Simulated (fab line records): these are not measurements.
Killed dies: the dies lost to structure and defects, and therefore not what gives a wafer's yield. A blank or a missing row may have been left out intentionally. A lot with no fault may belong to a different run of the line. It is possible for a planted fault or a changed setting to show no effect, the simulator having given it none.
fab line records	flow n5_finfet
record lots=4	wafers=12	last_day=18
route steps=1938 shown BEOL_M2@925 BEOL_M3@931 BEOL_M4@1111 PASSIVATION@1936
lots untouched by any fault: they come from a run of this same line in which no faults occurred
start_h: the number of hours between the record's first day and the start of the first shown wafer of the lot	wait_h: hours since the lot's step before	" as in the row above	L1.1+2: one row covering several wafers at once	- no value present, or no start provided	* or withheld: withheld	< > ~ a bound
route shown NAME@n: names a module that has steps shown in the file, with the first one's number in the route	usual: mean/standard deviation of fault-free wafers	same: alike in all rows	chamber/n: place in a boat	sites: readings site by site	_std_site: the values' standard deviation	_edge_site: inner sites' mean taken away from outer sites' mean	radius_mm: how far each site lies from the wafer's centre	mask NAME#n: copy n	behind: tool/chamber where the wafer was last shaped	hold: the reason the lot was held/the length of the hold in hours/how it ended	device: names the non-switching transistor (n, p or np)	end of line: tests of these same wafers at the route's end	step lacking rows: just its recipe	killed: count of dies lost to structure and defects at first sort (not the wafer's yield)	map: dies across one wafer; x = killed, . = not, _ = none there
set.NAME: setting as actually run; set.NAME@STEP: the setting as run at that earlier step	model.NAME: the simulator's own value behind a step, which no gauge read
lots at some steps of the route; a table a step, a row a wafer
services: when a tool's chamber went out of use (start_h, in hours from the record's first day, below 0 if earlier), for how many hours, and the reason
## steps
# step N5_BEOL_M2_PRE_CLEAN_60
# recipe gas=NH3/H2	time_s=15	temp_c=*	rf_power_w=300
# step N5_BEOL_M2_CO_CAP_55
# recipe material=Co	target_thk_a=20	temp_c=200	precursor=CCTBA/H2	pressure_torr=30	time_s=102.1
# step N5_BEOL_M2_PRE_CLEAN_56
# recipe gas=NH3	time_s=15	temp_c=withheld	rf_power_w=300
# step N5_BEOL_M2_DEP_57
# recipe material=SiCN	target_thk_a=80	temp_c=withheld	precursor=3MS/NH3	pressure_torr=3	rf_w=202	time_s=14
# step N5_BEOL_M3_ILD_DEP_00
# recipe material=SiOC	target_thk_a=790	temp_c=350	precursor=DEMS/O2	pressure_torr=5	rf_w=500	time_s=15.3
# step N5_BEOL_M3_PECVD_72
# recipe material=SiO2	target_thk_a=160	temp_c=400	precursor=TEOS/O2	pressure_torr=5.5	rf_w=450	teos_flow_sccm=53.8	gas=O2	flow_sccm=3000	time_s=18
# step N5_BEOL_M3_HM_DEP_02
# recipe material=TiN	target_thk_a=200	temp_c=25	chamber_pressure_pa=0.49996
# step N5_BEOL_M3_COAT_61
# recipe resist=SOC	temp_c=250	time_s=60	spin_rpm=1500	resist_thk_nm=60
# step N5_BEOL_M3_COAT_62
# recipe resist=SiARC	temp_c=220	time_s=60	spin_rpm=1500	resist_thk_nm=12
# usual chill_plate_temp_C=23.00/0.11	exhaust_pa=45.1/1	spin_speed_rpm=1500.1/0.86
lot.wafer	tool	chamber	start_h	wait_h	chill_plate_temp_C	exhaust_pa	spin_speed_rpm	model.SiARC_of_BEOL_M3_COAT_62.thk_nm
L615.2	litho_track-01	0	163.12	-	22.95	44.4	1499.6	12
L615.4	"	0	"	"	22.94	43.9	1502.0	12
L615.6	"	0	"	"	22.91	43.9	1499.8	12
L624.3	litho_track-01	0	218.08	-	22.90	43.6	1315.4	12.8
L624.4	"	0	"	"	23.01	42.2	1315.8	12.8
L624.6	"	0	"	"	23.10	43.2	1314.7	12.8
L625.1	litho_track-01	0	231.39	-	23.15	46.0	1316.6	12.8
L625.3	"	0	"	"	23.04	45.7	1316.0	12.8
L625.6	"	0	"	"	23.16	45.9	1314.8	12.8
L636.2	litho_track-03	0	295.17	-	23.08	44.2	1499.6	12
L636.5	"	0	"	"	23.02	44.3	1500.8	12
L636.6	"	0	"	"	23.11	46.1	1499.1	12
# step N5_BEOL_M3_COAT_73
# recipe resist=underlayer	temp_c=205	time_s=60	spin_rpm=1500	resist_thk_nm=5
# step N5_BEOL_M3_COAT_05
# recipe resist=CAR-EUV	spin_rpm=1500	resist_thk_nm=30
# step N5_BEOL_M3_EBR_07
# recipe solvent=PGMEA	ebr_width_mm=1.5
# step N5_BEOL_M3_SOFTBAKE_06
# recipe temp_c=110	time_s=60	resist=CAR-EUV
# step N5_BEOL_M3_EXPOSE_08
# recipe mask_id=M3	na=0.33	source_shape=dipole	sigma_inner=0.369	sigma_outer=0.767	polarization=unpolarized	dose_mj=33
# step N5_BEOL_M3_PEB_09
# recipe peb_temp_c=100	peb_time_s=60	resist=CAR-EUV
# step N5_BEOL_M3_DEVELOP_10
# recipe develop_time_s=30	developer=TMAH	resist=CAR-EUV	rinse_liquid=surfactant_rinse	dry=air_spin	dev_temp_c=23
# step N5_BEOL_M3_DESCUM_16
# recipe chemistry=O2	time_s=7	source_power_w=50	bias_power_w=20	pressure_mtorr=20	rf_frequency_hz=2.712e+07	temp_c=40	resist=CAR-EUV	o2_flow_sccm=225
# step N5_BEOL_M3_ETCH_74
# recipe chemistry=N2/H2	target=underlayer	target_depth_a=65	mask_material=CAR-EUV	time_s=5.2	ion_energy_ev=200	pressure_mtorr=30	source_w=840	bias_w=150	n2_flow_sccm=200	h2_flow_sccm=200	ends=cleared
# step N5_BEOL_M3_ETCH_63
# recipe chemistry=CF4	target=SiARC	target_depth_a=156	mask_material=CAR-EUV	time_s=26	ion_energy_ev=80	pressure_mtorr=40	source_w=545	bias_w=36	Ar_flow_sccm=100	cf4_flow_sccm=100	ends=cleared
# usual drypump_motor_current_A=5.9/0.6	etch_rf_on_time_s=26.1/0.77	oes_product_au=0.67/0.057	rf_vpp_V=183.9/1.1	showerhead_plenum_p_Torr=2.12/0.058	throttle_valve_pct=15.62/0.22
lot.wafer	tool	chamber	start_h	wait_h	drypump_motor_current_A	etch_rf_on_time_s	oes_product_au	rf_hours_counter_h	rf_vpp_V	showerhead_plenum_p_Torr	throttle_valve_pct	model.etch.depth_nm	model.CAR-EUV_of_BEOL_M3_COAT_05.thk_nm
L615.2	rie_diel-02	1	163.68	0.0	6.4	25.4	0.64	157	186.3	2.22	15.34	11.97	11
L615.4	"	3	"	"	6.8	25.9	0.71	87	182.5	2.08	15.89	11.97	11.2
L615.6	"	3	"	"	6.8	25.7	0.70	-	183.0	2.08	15.88	12.01	11.2
L624.3	rie_diel-02	1	218.95	0.0	6.4	27.3	0.63	173	185.4	2.21	15.37	12.88	10.4
L624.4	"	2	"	"	6.5	29.3	0.67	85	182.3	2.08	15.42	12.83	10.6
L624.6	"	2	"	"	6.5	29.1	0.68	-	184.1	2.08	15.43	12.88	10.4
L625.1	rie_diel-02	3	231.83	0.0	6.8	27.7	0.68	107	183.7	2.07	15.91	12.85	10.4
L625.3	"	2	"	"	6.5	29.4	0.67	88	183.8	2.08	15.42	12.85	10.4
L625.6	"	2	"	"	6.5	29.1	0.67	-	182.2	2.08	15.41	12.84	10.4
L636.2	rie_diel-06	3	295.61	0.0	4.9	27.6	0.60	187	184.1	2.13	15.79	12.05	11.2
L636.5	"	2	"	"	5.7	25.7	0.64	-	183.4	2.04	15.82	12.04	10.8
L636.6	"	3	"	"	4.9	27.4	0.60	-	183.9	2.13	15.78	12.04	11.2
# step N5_BEOL_M3_ETCH_64
# recipe chemistry=N2/H2	target=SOC	target_depth_a=750	overetch_a=150	mask_material=SiARC	temp_c=40	time_s=112.5	ion_energy_ev=200	pressure_mtorr=30	source_w=840	bias_w=150	n2_flow_sccm=200	h2_flow_sccm=200
# usual drypump_motor_current_A=5.9/0.6	h2_flow_sccm=200.0/0.63	oes_product_au=0.63/0.048	rf_vpp_V=523.1/2.3	showerhead_plenum_p_Torr=2.52/0.081	throttle_valve_pct=17.87/0.23
lot.wafer	tool	chamber	start_h	wait_h	drypump_motor_current_A	h2_flow_sccm	oes_product_au	rf_hours_counter_h	rf_vpp_V	showerhead_plenum_p_Torr	throttle_valve_pct	model.SiARC_of_BEOL_M3_COAT_62.thk_nm
L615.2	rie_diel-02	1	163.71	0.0	6.4	199.1	0.59	157	526.4	2.66	17.61	6.6
L615.4	"	3	"	"	6.8	201.3	0.64	87	521.9	2.48	18.33	6.6
L615.6	"	3	"	"	6.8	200.8	0.65	-	521.2	2.48	18.32	6.6
L624.3	rie_diel-02	1	218.98	0.0	6.4	199.5	0.58	173	526.5	2.66	17.65	7.4
L624.4	"	2	"	"	6.5	199.5	0.63	85	523.3	2.47	17.67	8
L624.6	"	2	"	"	6.5	200.9	0.64	-	521.2	2.47	17.69	8
L625.1	rie_diel-02	3	231.85	0.0	6.8	199.8	0.62	107	520.6	2.47	18.34	7.4
L625.3	"	2	"	"	6.5	199.9	0.63	88	520.3	2.47	17.69	8
L625.6	"	2	"	"	6.6	199.6	0.64	-	521.1	2.47	17.69	8
L636.2	rie_diel-06	3	295.64	0.0	4.9	200.5	0.57	187	523.7	2.53	17.96	7
L636.5	"	2	"	"	5.7	199.2	0.60	-	520.4	2.43	18.03	7
L636.6	"	3	"	"	4.9	200.2	0.57	-	524.7	2.53	17.97	7
# step N5_BEOL_M3_STRIP_65
# recipe chemistry=N2/H2	temp_c=40	n2_flow_sccm=200	h2_flow_sccm=200	rf_frequency_hz=6e+07
# step N5_BEOL_M4_RC_MEAS_101
# usual DIBL_N=36.1/1.6	DIBL_P=35.8/2	IOFF_N=0.157/0.029	IOFF_P=0.21/0.034	ION_N=677/13	ION_P=465/8.1	SS_N=71.3/0.61	SS_P=73.2/0.65	VT_N=249/3.3	VT_P=-250/3.2
lot.wafer	tool	chamber	start_h	wait_h	DIBL_N[mV/V]	DIBL_P[mV/V]	IOFF_N[nA/um]	IOFF_P[nA/um]	ION_N[uA/um]	ION_P[uA/um]	SS_N[mV/dec]	SS_P[mV/dec]	VT_N[mV]	VT_P[mV]
L615.2	prober-02	0	205.54	0.2	34.9	34.2	0.161	0.18	681	466	71.0	73.5	246	-250
L615.4	"	0	"	"	34.1	34.2	0.137	0.18	667	461	70.6	72.7	251	-251
L615.6	"	0	"	"	34.9	33.5	0.155	0.18	698	468	70.4	72.3	248	-253
L624.3	prober-01	0	257.54	0.3	37.8	36.9	0.170	0.21	681	463	72.6	74.3	250	-253
L624.4	"	0	"	"	39.0	37.7	0.180	0.22	670	451	72.7	74.5	250	-252
L624.6	"	0	"	"	36.0	34.3	0.134	0.17	662	454	71.6	72.7	252	-254
L625.1	prober-02	0	273.60	0.0	36.0	35.6	0.161	0.21	686	468	71.5	73.0	245	-248
L625.3	"	0	"	"	37.2	36.8	0.173	0.22	669	460	72.2	73.2	249	-250
L625.6	"	0	"	"	36.8	36.5	0.178	0.22	695	469	72.2	72.4	246	-249
L636.2	prober-02	0	321.78	0.2	37.1	38.1	0.165	0.22	677	460	71.3	73.2	246	-252
L636.5	"	0	"	"	36.9	37.7	0.171	0.22	682	466	71.8	73.3	247	-251
L636.6	"	0	"	"	35.2	36.5	0.134	0.20	662	459	71.7	73.8	252	-251
# step N5_PASSIVATION_PROBE_49
# usual defect_limited_yield=91.0/1.4	killed_at_M0_to_M3=33/11	killed_at_M4_up=14/5	killed_at_contacts=11/7.3	killed_at_front_end=43/12	killed_at_other=4/3.1	killed_dies=106/17	killed_open=69/13	killed_short=34/8.7	sort_bin_5_function=5.2/0.96	sort_bin_6_memory=3.3/0.66	sort_n_pass=1074/17	sort_yield_pct=91.0/1.4
# same gross_dies=1180	killed_at_back_side=0	sort_bin_4_leakage[%]=0	sort_bin_8_speed[%]=0
lot.wafer	tool	chamber	start_h	wait_h	defect_limited_yield[%]	killed_at_M0_to_M3	killed_at_M4_up	killed_at_contacts	killed_at_front_end	killed_at_other	killed_dies	killed_open	killed_short	sort_bin_5_function[%]	sort_bin_6_memory[%]	sort_n_pass	sort_yield_pct[%]
L615.2	prober-01	-	326.52	0.1	92.9	18	10	16	36	4	84	60	24	3.6	3.2	1096	92.9
L615.4	prober-01	-	326.62	0.2	92.8	20	10	8	43	4	85	54	31	4.3	2.2	1095	92.8
L615.6	prober-01	-	326.72	0.3	90.2	22	18	4	66	6	116	73	40	5.9	3.5	1064	90.2
L624.3	prober-01	-	366.06	0.1	91.9	34	9	15	31	7	96	70	26	4.8	3.0	1084	91.9
L624.4	prober-01	-	366.11	0.2	92.2	27	14	7	43	1	92	61	31	5.3	2.2	1088	92.2
L624.6	prober-01	-	366.21	0.3	91.9	31	19	13	31	2	96	66	30	5.0	2.8	1084	91.9
L625.1	prober-02	-	377.70	0.0	91.2	30	14	9	41	10	104	70	33	4.9	3.6	1076	91.2
L625.3	prober-02	-	377.80	0.1	91.8	34	10	8	41	4	97	61	34	4.2	3.7	1083	91.8
L625.6	prober-02	-	377.95	0.3	90.0	57	8	10	42	1	118	80	31	4.9	4.2	1062	90.0
L636.2	prober-02	-	430.34	0.1	89.5	46	26	5	42	5	124	79	45	5.8	4.2	1056	89.5
L636.5	prober-02	-	430.49	0.2	91.3	31	19	9	39	5	103	64	37	5.3	3.1	1077	91.3
L636.6	prober-02	-	430.54	0.3	92.0	35	10	4	44	1	94	60	34	4.7	3.1	1086	92.0
# killed by level:class
L615.2 MOL_CONTACT_COAG:geometric_particle:open=13 STI_FIN_REVEAL:geometric_particle:open=10 FIN_SAQP:geometric_particle:open=9 BEOL_M1:geometric_particle:short=5 STI_FIN_REVEAL:geometric_particle:short=5 BEOL_M3:geometric_particle:open=5 FIN_SAQP:geometric_particle:short=4 DUMMY_GATE:geometric_particle:open=4
L615.4 FIN_SAQP:geometric_particle:short=14 STI_FIN_REVEAL:geometric_particle:open=14 MOL_CONTACT_COAG:geometric_particle:open=8 FIN_SAQP:geometric_particle:open=5 STI_FIN_REVEAL:geometric_particle:short=5 BEOL_M1:geometric_particle:open=5 BEOL_M4:geometric_particle:open=5 BEOL_M3:geometric_particle:open=4
L615.6 STI_FIN_REVEAL:geometric_particle:open=18 FIN_SAQP:geometric_particle:open=15 FIN_SAQP:geometric_particle:short=12 BEOL_M0_SAQP:geometric_particle:open=7 BEOL_M4:geometric_particle:open=7 GATE_CUT:geometric_particle:short=6 BEOL_M0_SAQP:geometric_particle:short=5 BEOL_M1:geometric_particle:short=5
L624.3 MOL_CONTACT_COAG:geometric_particle:open=10 BEOL_M1:geometric_particle:open=10 STI_FIN_REVEAL:geometric_particle:open=8 FIN_SAQP:geometric_particle:open=6 MOL_CONTACT_COAG:geometric_particle:short=5 BEOL_M2:geometric_particle:open=5 BEOL_M3:geometric_particle:open=5 BEOL_M4:geometric_particle:open=5
L624.4 STI_FIN_REVEAL:geometric_particle:open=15 GATE_CUT:geometric_particle:short=11 MOL_CONTACT_COAG:geometric_particle:open=7 BEOL_M3:geometric_particle:open=7 STI_FIN_REVEAL:geometric_particle:short=6 BEOL_M4:geometric_particle:open=6 BEOL_M0:geometric_particle:short=5 BEOL_M2:geometric_particle:open=5
L624.6 MOL_CONTACT_COAG:geometric_particle:open=11 STI_FIN_REVEAL:geometric_particle:open=9 FIN_SAQP:geometric_particle:open=6 BEOL_M0_SAQP:geometric_particle:open=6 BEOL_M4:geometric_particle:open=6 BEOL_M0_SAQP:geometric_particle:short=5 BEOL_M1:geometric_particle:open=5 BEOL_M2:geometric_particle:open=5
L625.1 MOL_CONTACT_COAG:geometric_particle:open=8 STI_FIN_REVEAL:geometric_particle:open=7 BEOL_M0_SAQP:geometric_particle:open=7 BEOL_M3:geometric_particle:open=7 FIN_SAQP:geometric_particle:short=6 BEOL_M1:geometric_particle:open=5 DUMMY_GATE:geometric_particle:open=5 BEOL_M2:geometric_particle:open=5
L625.3 STI_FIN_REVEAL:geometric_particle:open=16 BEOL_M0_SAQP:geometric_particle:short=12 DUMMY_GATE:geometric_particle:open=7 MOL_CONTACT_COAG:geometric_particle:open=6 BEOL_M2:geometric_particle:open=6 BEOL_M3:geometric_particle:open=6 BEOL_M1:geometric_particle:open=5 DUMMY_GATE:geometric_particle:short=4
L625.6 BEOL_M0_SAQP:geometric_particle:open=13 BEOL_M2:geometric_particle:open=13 STI_FIN_REVEAL:geometric_particle:open=8 DUMMY_GATE:geometric_particle:open=8 BEOL_M1:geometric_particle:open=7 BEOL_M0_SAQP:geometric_particle:short=7 BEOL_M3:geometric_particle:open=7 MOL_CONTACT_COAG:geometric_particle:open=6
L636.2 BEOL_M4:geometric_particle:open=17 BEOL_M2:geometric_particle:open=12 FIN_SAQP:geometric_particle:short=10 BEOL_M0_SAQP:geometric_particle:open=9 FIN_SAQP:geometric_particle:open=8 STI_FIN_REVEAL:geometric_particle:open=6 BEOL_M4:geometric_particle:short=6 BEOL_M0_SAQP:geometric_particle:short=6
L636.5 FIN_SAQP:geometric_particle:short=8 MOL_CONTACT_COAG:geometric_particle:open=8 BEOL_M0_SAQP:geometric_particle:short=8 BEOL_M0_SAQP:geometric_particle:open=7 FIN_SAQP:geometric_particle:open=5 GATE_CUT:geometric_particle:short=5 GATE_CUT:geometric_particle:open=5 BEOL_M2:geometric_particle:open=5
L636.6 FIN_SAQP:geometric_particle:short=17 BEOL_M0_SAQP:geometric_particle:open=9 FIN_SAQP:geometric_particle:open=7 BEOL_M2:geometric_particle:open=7 STI_FIN_REVEAL:geometric_particle:open=6 DUMMY_GATE:geometric_particle:open=6 BEOL_M5:geometric_particle:open=5 BEOL_M4:geometric_particle:open=4
## services
tool	chamber	start_h	hours	kind
rie_diel-06	1	160.12	7.3	repair
rie_diel-02	2	188.45	8.4	repair
rie_diel-06	1	198.28	9.6	repair
rie_diel-02	1	227.08	8.1	repair
litho_track-03	-	264.18	-	consumable_replace:filter
## key
first_sign step=N5_BEOL_M3_COAT_62	reading=spin_speed_rpm	direction=down	sigmas=99+	usual=*	struck=*
effect step=N5_BEOL_M3_ETCH_63	reading=etch_rf_on_time_s	direction=up	sigmas=3.3	usual=*	struck=*
model_effect step=N5_BEOL_M3_COAT_62	value=SiARC_of_BEOL_M3_COAT_62.thk_nm	without=12	struck=12.8
model_effect step=N5_BEOL_M3_ETCH_63	value=etch.depth_nm	without=12.04	struck=12.85
model_effect step=N5_BEOL_M3_ETCH_64	value=SiARC_of_BEOL_M3_COAT_62.thk_nm	without=7	struck=7.8
met_at N5_BEOL_M3_COAT_62
struck_wafers L624.3,L624.4,L624.6,L625.1,L625.3,L625.6
onset_between 163.12 218.08
fault kind=process_parameter_drift	tool=litho_track-01	chamber=-	onset_h=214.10	steps=N5_BEOL_M3_COAT_62	channel=spin_rpm	offset=*	shape=step	end_h=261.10	acts_in=*	stated=*
